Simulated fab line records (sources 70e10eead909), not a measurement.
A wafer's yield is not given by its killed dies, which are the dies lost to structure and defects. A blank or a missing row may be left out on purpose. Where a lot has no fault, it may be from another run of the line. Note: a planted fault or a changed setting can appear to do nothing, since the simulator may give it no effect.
Which tool was responsible? | flow nand-harc | Sampling: 11 lots, 33 wafers, 6 of 1302 route steps

## WHAT EACH GAUGE READ, for each wafer
NHARC_P_M2_CD_MEAS_09: target cd 170 nm. Usual: cd-nm reads 169.8 nm (standard deviation 0.67).
lot  | measured     | on        | cd-nm (nm)        | flag
L662 | day 7 00:44  | cd-sem-01 | 170.3 170.1 169.0 |
L663 | day 7 15:22  | cd-sem-02 | 169.6 169.5 168.9 |
L664 | day 8 00:47  | cd-sem-01 | 169.3 169.2 169.1 |
L666 | day 8 21:51  | cd-sem-03 | 169.5 169.1 169.6 |
L669 | day 9 22:35  | cd-sem-02 | 170.1 169.7 169.9 |
L670 | day 10 17:44 | cd-sem-01 | 170.4 168.9 170.1 |
L671 | day 10 23:46 | cd-sem-03 | 170.0 169.4 170.1 |
L678 | day 14 02:25 | cd-sem-02 | 169.0 179.0 169.0 | OFF
L681 | day 15 02:40 | cd-sem-02 | 167.9 169.3 168.5 |
L682 | day 15 12:29 | cd-sem-01 | 168.9 169.9 170.4 |
L683 | day 16 00:25 | cd-sem-01 | 170.7 171.1 169.9 |

NHARC_END_SORT_01. Usual: defect-limited-yield 91.4 %, standard deviation 2.7; killed-at-array 53, standard deviation 19; killed-at-other 0.7, standard deviation 1.1; killed-at-periphery 4.2, standard deviation 2.7; killed-dies 58, standard deviation 18; killed-open 3.1, standard deviation 1.9; killed-short 2.5, standard deviation 1.6; sort_bin_2_pct 3.0 %, standard deviation 1.2; sort_bin_3_pct 0.7 %, standard deviation 0.41; sort_bin_4_pct 4.9 %, standard deviation 1.5; sort-n-pass 619, standard deviation 18; sort-rim-yield-pct 90 %, standard deviation 4.1; sort-yield-pct 91.4 %, standard deviation 2.7.
lot  | measured     | on        | defect-limited-yield (%) | killed-at-array | killed-at-other | killed-at-periphery | killed-dies | killed-open | killed-short | sort_bin_2_pct (%) | sort_bin_3_pct (%) | sort_bin_4_pct (%) | sort-n-pass | sort-rim-yield-pct (%) | sort-yield-pct (%) | flag
L662 | day 25 04:07 | prober-02 | 87.1 88.2 86.9           | 82 80 84        | 2 0 1           | 3 0 4               | 87 80 89    | 1 1 1       | 4 1 1        | 5.5 3.4 4.4        | 1.2 0.7 1.6        | 6.2 7.7 7.1        | 590 597 588 | 87 90 82               | 87.1 88.2 86.9     |
L663 | day 25 11:50 | prober-01 | 95.3 94.5 95.6           | 22 27 23        | 1 0 1           | 9 10 6              | 32 37 30    | 3 1 8       | 1 5 2        | 1.3 2.1 2.2        | 0.4 0.1 0.1        | 3.0 3.2 2.1        | 645 640 647 | 93 92 99               | 95.3 94.5 95.6     |
L664 | day 25 20:16 | prober-01 | 93.5 92.3 92.0           | 40 51 49        | 0 0 0           | 4 1 5               | 44 52 54    | 4 3 4       | 3 2 3        | 2.2 2.7 2.1        | 0.6 0.6 0.7        | 3.7 4.4 5.2        | 633 625 623 | 92 89 88               | 93.5 92.3 92.0     |
L666 | day 26 16:09 | prober-01 | 91.0 93.4 95.1           | 53 43 29        | 0 0 1           | 8 2 3               | 61 45 33    | 6 1 2       | 4 3 1        | 2.8 2.7 1.9        | 0.4 0.4 0.1        | 5.8 3.5 2.8        | 616 632 644 | 93 93 91               | 91.0 93.4 95.1     |
L669 | day 28 03:56 | prober-01 | 91.7 91.3 90.4           | 52 56 61        | 0 0 0           | 4 3 4               | 56 59 65    | 3 2 1       | 4 1 2        | 2.8 3.1 3.1        | 0.7 0.6 0.4        | 4.7 5.0 6.1        | 621 618 612 | 90 92 93               | 91.7 91.3 90.4     |
L670 | day 28 16:03 | prober-02 | 93.2 92.2 92.8           | 38 51 38        | 0 1 3           | 8 1 8               | 46 53 49    | 2 1 3       | 4 1 1        | 2.2 2.8 2.7        | 0.6 0.7 0.6        | 4.0 4.3 4.0        | 631 624 628 | 91 92 94               | 93.2 92.2 92.8     |
L671 | day 28 22:13 | prober-02 | 90.5 90.7 93.1           | 62 62 43        | 0 0 2           | 2 1 2               | 64 63 47    | 4 3 7       | 1 2 3        | 3.4 3.5 2.4        | 0.6 0.6 0.7        | 5.5 5.2 3.8        | 613 614 630 | 92 91 91               | 90.5 90.7 93.1     |
L678 | day 32 08:54 | prober-01 | 86.0 85.8 89.1           | 91 93 66        | 0 0 0           | 4 3 8               | 95 96 74    | 3 3 1       | 3 5 0        | 5.2 4.4 4.6        | 1.3 1.6 1.0        | 7.5 8.1 5.3        | 582 581 603 | 89 80 88               | 86.0 85.8 89.1     |
L681 | day 32 18:23 | prober-01 | 89.5 87.9 87.6           | 67 79 80        | 0 0 0           | 4 3 4               | 71 82 84    | 3 3 2       | 4 3 8        | 3.0 4.7 4.9        | 0.9 1.3 1.8        | 6.6 6.1 5.8        | 606 595 593 | 93 89 89               | 89.5 87.9 87.6     |
L682 | day 33 11:47 | prober-01 | 90.8 92.9 93.2           | 57 40 40        | 1 4 3           | 4 4 3               | 62 48 46    | 0 1 6       | 4 1 1        | 2.7 1.9 2.8        | 0.4 0.4 0.4        | 6.1 4.7 3.5        | 615 629 631 | 92 96 90               | 90.8 92.9 93.2     |
L683 | day 34 02:05 | prober-02 | 86.6 91.3 88.8           | 88 54 73        | 1 2 2           | 2 3 1               | 91 59 76    | 3 4 1       | 4 2 6        | 4.6 3.1 5.5        | 0.9 0.9 0.9        | 8.0 4.7 4.9        | 586 618 601 | 89 88 94               | 86.6 91.3 88.8     |

## WHAT TOOL EACH LOT RAN ON (gives the tool, then ch and the chambers of the sampled wafers, and finally the start)
lot  | NHARC_P_M1_DEGAS_29          | NHARC_P_M1_PRE_CLEAN_30                 | NHARC_P_M2_EXPOSE_06               | NHARC_P_M2_ETCH_15
L662 | pvd-sputter-02, day 6 21:55  | pvd-sputter-02, day 7 00:37 or earlier  | arfi-scanner-03 ch 0, day 7 00:37  | rie-diel-13 ch 0,1, day 25 04:07 or earlier
L663 | pvd-sputter-03, day 7 12:13  | pvd-sputter-03, day 7 15:14 or earlier  | arfi-scanner-02 ch 0, day 7 15:14  | rie-diel-07 ch 0,2,3, day 25 11:50 or earlier
L664 | pvd-sputter-03, day 7 21:32  | pvd-sputter-03, day 8 00:38 or earlier  | arfi-scanner-01 ch 0, day 8 00:38  | rie-diel-11 ch 0,2,3, day 25 20:16 or earlier
L666 | pvd-sputter-01, day 8 19:04  | pvd-sputter-01, day 8 21:43 or earlier  | arfi-scanner-03 ch 0, day 8 21:43  | rie-diel-11 ch 0,2, day 26 16:09 or earlier
L669 | pvd-sputter-02, day 9 19:35  | pvd-sputter-02, day 9 22:26 or earlier  | arfi-scanner-02 ch 0, day 9 22:26  | rie-diel-11 ch 0,1,2, day 28 03:56 or earlier
L670 | pvd-sputter-03, day 10 14:35 | pvd-sputter-03, day 10 17:35 or earlier | arfi-scanner-03 ch 0, day 10 17:35 | rie-diel-13 ch 0,1, day 28 16:03 or earlier
L671 | pvd-sputter-02, day 10 19:33 | pvd-sputter-02, day 10 23:37 or earlier | arfi-scanner-01 ch 0, day 10 23:37 | rie-diel-07 ch 0,1, day 28 22:13 or earlier
L678 | pvd-sputter-03, day 13 23:26 | pvd-sputter-03, day 14 02:17 or earlier | arfi-scanner-01 ch 0, day 14 02:17 | rie-diel-07 ch 2,3, day 32 08:54 or earlier
L681 | pvd-sputter-02, day 14 23:42 | pvd-sputter-02, day 15 02:32 or earlier | arfi-scanner-02 ch 0, day 15 02:32 | rie-diel-07 ch 0,1, day 32 18:23 or earlier
L682 | pvd-sputter-01, day 15 09:29 | pvd-sputter-01, day 15 12:20 or earlier | arfi-scanner-03 ch 0, day 15 12:20 | rie-diel-11 ch 0,1,3, day 33 11:47 or earlier
L683 | pvd-sputter-02, day 15 21:34 | pvd-sputter-02, day 16 00:16 or earlier | arfi-scanner-03 ch 0, day 16 00:16 | rie-diel-07 ch 0,1, day 34 02:05 or earlier
- NHARC_P_M1_DEGAS_29: time 60 s.
- NHARC_P_M1_PRE_CLEAN_30: time 30 s.
- NHARC_P_M2_EXPOSE_06: exposes mask P M2, target cd 170 nm.
- NHARC_P_M2_ETCH_15: etches the open film in C4F8/Ar, target depth 182.5 nm, time 91.2 s.

## WHAT THE TOOLS THEMSELVES READ (means of the sampled wafers that have a number; where no wafer has one, the mark that the record gives instead)
NHARC_P_M1_DEGAS_29. Usual: heater-power-w 317 W, standard deviation 23; susceptor-temp-C 250.01 C, standard deviation 0.16.
lot  | tool           | heater-power-w (W) | susceptor-temp-C (C) | flag
L662 | pvd-sputter-02 | 299                | 249.88               |
L663 | pvd-sputter-03 | 317                | 250.09               |
L664 | pvd-sputter-03 | 303                | 250.10               |
L666 | pvd-sputter-01 | 309                | 250.02               |
L669 | pvd-sputter-02 | 325                | 250.06               |
L670 | pvd-sputter-03 | 320                | 249.73               |
L671 | pvd-sputter-02 | 347                | -                    | OFF
L678 | pvd-sputter-03 | 316                | 250.16               |
L681 | pvd-sputter-02 | 330                | 249.89               |
L682 | pvd-sputter-01 | 321                | 250.17               |
L683 | pvd-sputter-02 | 311                | -                    | OFF

NHARC_P_M1_PRE_CLEAN_30. Usual: heater-power-w 390 W, standard deviation 28; susceptor-temp-C 280.01 C, standard deviation 0.18.
lot  | tool           | heater-power-w (W) | susceptor-temp-C (C) | flag
L662 | pvd-sputter-02 | 426                | 279.91               |
L663 | pvd-sputter-03 | 379                | 279.93               |
L664 | pvd-sputter-03 | 401                | 279.95               |
L666 | pvd-sputter-01 | 401                | 280.19               |
L669 | pvd-sputter-02 | 406                | 279.96               |
L670 | pvd-sputter-03 | 385                | 280.05               |
L671 | pvd-sputter-02 | 392                | -                    | OFF
L678 | pvd-sputter-03 | 385                | 280.04               |
L681 | pvd-sputter-02 | 378                | 279.89               |
L682 | pvd-sputter-01 | 383                | 280.02               |
L683 | pvd-sputter-02 | 428                | 280.10               |

NHARC_P_M2_EXPOSE_06. Usual: stage-vel-mm-s 499.98 mm/s, standard deviation 0.22.
lot  | tool            | stage-vel-mm-s (mm/s) | flag
L662 | arfi-scanner-03 | 500.09                |
L663 | arfi-scanner-02 | 499.97                |
L664 | arfi-scanner-01 | 499.86                |
L666 | arfi-scanner-03 | 500.30                |
L669 | arfi-scanner-02 | 500.27                |
L670 | arfi-scanner-03 | 499.98                |
L671 | arfi-scanner-01 | 500.09                |
L678 | arfi-scanner-01 | 499.94                |
L681 | arfi-scanner-02 | 499.75                |
L682 | arfi-scanner-03 | 500.12                |
L683 | arfi-scanner-03 | 499.83                |

NHARC_P_M2_ETCH_15. Usual: oes-product-au 0.937 a.u., standard deviation 0.023; rf-fwd-power-W 596.1 W, standard deviation 2.2; rf-vpp-V 439.9 V, standard deviation 2.5.
lot  | tool        | oes-product-au (a.u.) | rf-fwd-power-W (W) | rf-vpp-V (V) | flag
L662 | rie-diel-13 | 0.932                 | 594.0              | 441.3        |
L663 | rie-diel-07 | 0.920                 | 595.9              | 440.1        |
L664 | rie-diel-11 | 0.928                 | 597.5              | 441.1        |
L666 | rie-diel-11 | 0.924                 | 595.9              | 439.7        |
L669 | rie-diel-11 | 0.929                 | 594.3              | 441.0        |
L670 | rie-diel-13 | 0.935                 | 595.2              | 439.2        |
L671 | rie-diel-07 | 0.904                 | 593.8              | 439.9        |
L678 | rie-diel-07 | 0.960                 | 594.8              | 438.9        |
L681 | rie-diel-07 | 0.927                 | 597.1              | 439.5        |
L682 | rie-diel-11 | 0.983                 | 596.0              | 440.8        |
L683 | rie-diel-07 | 0.920                 | 596.7              | 439.0        |

## THE ANSWER, worked out from the rows above alone
Rule: a lot counts as off when the mean over its wafers that have a number is more than 3 standard deviations away from the usual mean. Also off: a lot with no number at a reading for which 4 or more lots have one. The other lots that the step has rows for count as sound. The gauges are gone through in route order, then the tools' own readings, and for those a lot's mean is taken as printed above. The first step at which some lot is off is used, and at that step the reading that is off furthest; a lot without a number counts as furthest.
Off: L678 (NHARC_P_M2_CD_MEAS_09, cd-nm).
If a tool, at a process step before that reading, ran all the lots that are off and no sound lot after the first of them, it fits. Those tools and the gauges at NHARC_P_M2_CD_MEAS_09 are tried in the same way. With no start given for some of its lots, NHARC_P_M1_PRE_CLEAN_30 uses the hours and lot order of NHARC_P_M2_EXPOSE_06. 2 tools fit, pvd-sputter-03 at NHARC_P_M1_DEGAS_29 and NHARC_P_M1_PRE_CLEAN_30 and arfi-scanner-01 at NHARC_P_M2_EXPOSE_06, so this cannot tell which one it is.

## WHAT HAD BEEN PUT IN BY THE SIMULATOR
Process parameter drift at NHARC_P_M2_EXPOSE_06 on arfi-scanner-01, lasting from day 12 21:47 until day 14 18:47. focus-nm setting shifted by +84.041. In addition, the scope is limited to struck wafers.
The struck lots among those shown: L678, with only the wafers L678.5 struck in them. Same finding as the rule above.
